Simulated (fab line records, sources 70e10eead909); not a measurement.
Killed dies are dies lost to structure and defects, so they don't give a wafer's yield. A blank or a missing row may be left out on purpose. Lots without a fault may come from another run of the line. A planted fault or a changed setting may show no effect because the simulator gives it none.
Problem report in the 8D (eight disciplines) form, filled by code | flow nand_harc | the parts of the form that need people (team, actions taken, sign-off) are left out

1. THE PROBLEM
killed_at_array at NHARC_END_SORT_01 reads a mean of 671 on 2 wafers of 2 lots; wafers without a fault read 53 with a standard deviation of 21. That is +29 standard deviations from the usual mean.
First seen on wafer L665.1, day 29 05:02, on prober-02. The record holds 7 wafers of 3 lots with a number at this step. Rule for "out", or "out of limits": more than 4 standard deviations from the usual mean. The other wafers with a number count as sound.

2. WHAT IT IS AND WHAT IT IS NOT
question                    | is                           | is not
which readings at this step | killed_at_array, killed_dies | killed_at_other, killed_open, killed_short
which lots                  | L665, L667                   | L670
which wafers of those lots  | L665.1, L667.2               | L665.3, L665.6, L667.4, L667.6
read on which gauges        | prober-02                    | prober-01
when                        | from day 29 05:02            | up to then (0 sound wafers); but 5 sound wafers of L665, L667, L670 came after

3. SUSPECTS, AND WHAT RULES EACH OUT
Counting: a tool at a process step up to the reading stays a suspect if it ran every lot that is out. Sound lots after the first of them don't rule it out here, since some wafers of a struck lot are sound.
- the gauge at NHARC_END_SORT_01: ruled out. All the wafers that are out were read on prober-02, but those of them that NHARC_A_SGD_CUT_ETCH_58 has rows for are out there too, on other tools.
- cmp-01 at NHARC_A_STAIRCASE_CMP_152 (polishes): kept. It ran every lot that is out, first L665 (day 23 07:17).
- rie_diel-13 at NHARC_A_SGD_CUT_ETCH_58 (etches the open film in CF4, target depth 39 nm, time 65 s): kept. It ran every lot that is out, first L665 (day 23 10:05). Its own readings are out on those wafers: oes_product_au, rf_fwd_power_W.
- Within rie_diel-13 at NHARC_A_SGD_CUT_ETCH_58: the wafers that are out ran in chamber 0; their sound lot-mates ran in chambers 1, 2, 3.
Left after counting: cmp-01 at NHARC_A_STAIRCASE_CMP_152, rie_diel-13 at NHARC_A_SGD_CUT_ETCH_58.

4. THE CAUSE (what the simulator had put in)
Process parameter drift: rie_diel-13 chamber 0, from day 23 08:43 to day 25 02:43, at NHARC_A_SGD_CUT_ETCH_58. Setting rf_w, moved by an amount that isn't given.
Counting left 2 suspects, and this tool is among them.

5. THE CHAIN OF EFFECTS, in route order
Each row: a reading whose mean over the struck wafers that have a number lies more than 3 standard deviations from the usual. Only readings for which the record gives a usual standard deviation are gone through. hours: the time from each lot's start at the first step in this table that gives one to its start at this step, as a median over the lots. sigmas: the change in usual standard deviations.
hours | step                    | reading         | usual      | on struck wafers | change | sigmas
0     | NHARC_A_SGD_CUT_ETCH_58 | oes_product_au  | 1.000 a.u. | 0.751            | -0.249 | -37
0     | NHARC_A_SGD_CUT_ETCH_58 | rf_fwd_power_W  | 297.8 W    | 176.8            | -121.0 | -99 or more
134   | NHARC_END_SORT_01       | killed_at_array | 53         | 671              | +618   | +29
134   | NHARC_END_SORT_01       | killed_dies     | 58         | 677              | +619   | +29
The process steps in it:
- NHARC_A_SGD_CUT_ETCH_58: etches the open film in CF4, target depth 39 nm, time 65 s.

6. WHAT WOULD HAVE CAUGHT IT SOONER
In this record the first reading out of limits at a measuring or inspecting step was taken at day 29 05:02, 140 hours after the fault began at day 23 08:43.
The tool's own readings at NHARC_A_SGD_CUT_ETCH_58 were out on every struck wafer that the step has a row for (oes_product_au, rf_fwd_power_W): an alarm limit on them would have fired on the first of those.
All the lots that are out (2) had begun NHARC_A_SGD_CUT_ETCH_58 on rie_diel-13 by day 29 05:02. A hold on the tool at that time would have spared none of them.
